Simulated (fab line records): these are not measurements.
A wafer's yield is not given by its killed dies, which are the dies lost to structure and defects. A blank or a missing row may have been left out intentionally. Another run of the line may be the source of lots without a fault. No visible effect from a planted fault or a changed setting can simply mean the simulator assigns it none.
Chamber matching + flow n5-finfet + N5_BEOL_M11_CURE_72 on uv-cure-03: 3 sister chambers
The step cures SiCOH lowk, time 120 s. 3 wafers are shown with their chamber, then 11 later ones without.

WAFERS WITH THEIR CHAMBER
| wafer  | chamber | wafer_temp_C_max |
|--------|---------|------------------|
| L077.6 | 1       | 372.2            |
| L085.6 | 0       | 373.8            |
| L091.1 | 2       | 371.2            |

WAFERS WHOSE CHAMBER IS MISSING
| wafer  | wafer_temp_C_max |
|--------|------------------|
| L091.4 | 371.5            |
| L091.5 | 371.1            |
| L092.1 | 373.2            |
| L092.4 | 372.3            |
| L092.5 | 374.3            |
| L097.1 | 373.1            |
| L097.3 | 373.6            |
| L097.5 | 373.8            |
| L097.2 | 373.9            |
| L097.4 | 371.9            |
| L097.6 | 372.7            |

THE CHAMBER EACH PASSED THROUGH
| wafer  | from the rows above     | in truth                   |
|--------|-------------------------|----------------------------|
| L091.4 | can't be placed: 2 or 1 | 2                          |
| L091.5 | 2                       | 2                          |
| L092.1 | can't be placed: 0 or 1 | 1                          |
| L092.4 | 1                       | 1                          |
| L092.5 | 0                       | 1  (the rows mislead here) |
| L097.1 | can't be placed: 0 or 1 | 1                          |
| L097.3 | 0                       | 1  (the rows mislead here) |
| L097.5 | 0                       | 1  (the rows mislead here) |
| L097.2 | 0                       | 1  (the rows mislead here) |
| L097.4 | can't be placed: 1 or 2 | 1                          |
| L097.6 | can't be placed: 1 or 0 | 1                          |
Correctly placed: 2 of 11. These rows do not allow placing 5 (true chamber among the candidates in 5). Number placed wrongly: 4.
How it was worked out, from the rows above alone: a wafer's distance from a chamber is the root of the sum, over the readings, of the square of ((its reading less the chamber's mean) divided by the reading's scatter). If the next closest chamber is less than 2 further off than the closest, the wafer can't be placed; otherwise it belongs to the closest. The mean given for a chamber averages the wafers shown for that chamber. The scatter: with one shown wafer a chamber, the root of the mean of the squares of how far each hidden wafer lies from its nearest shown one.
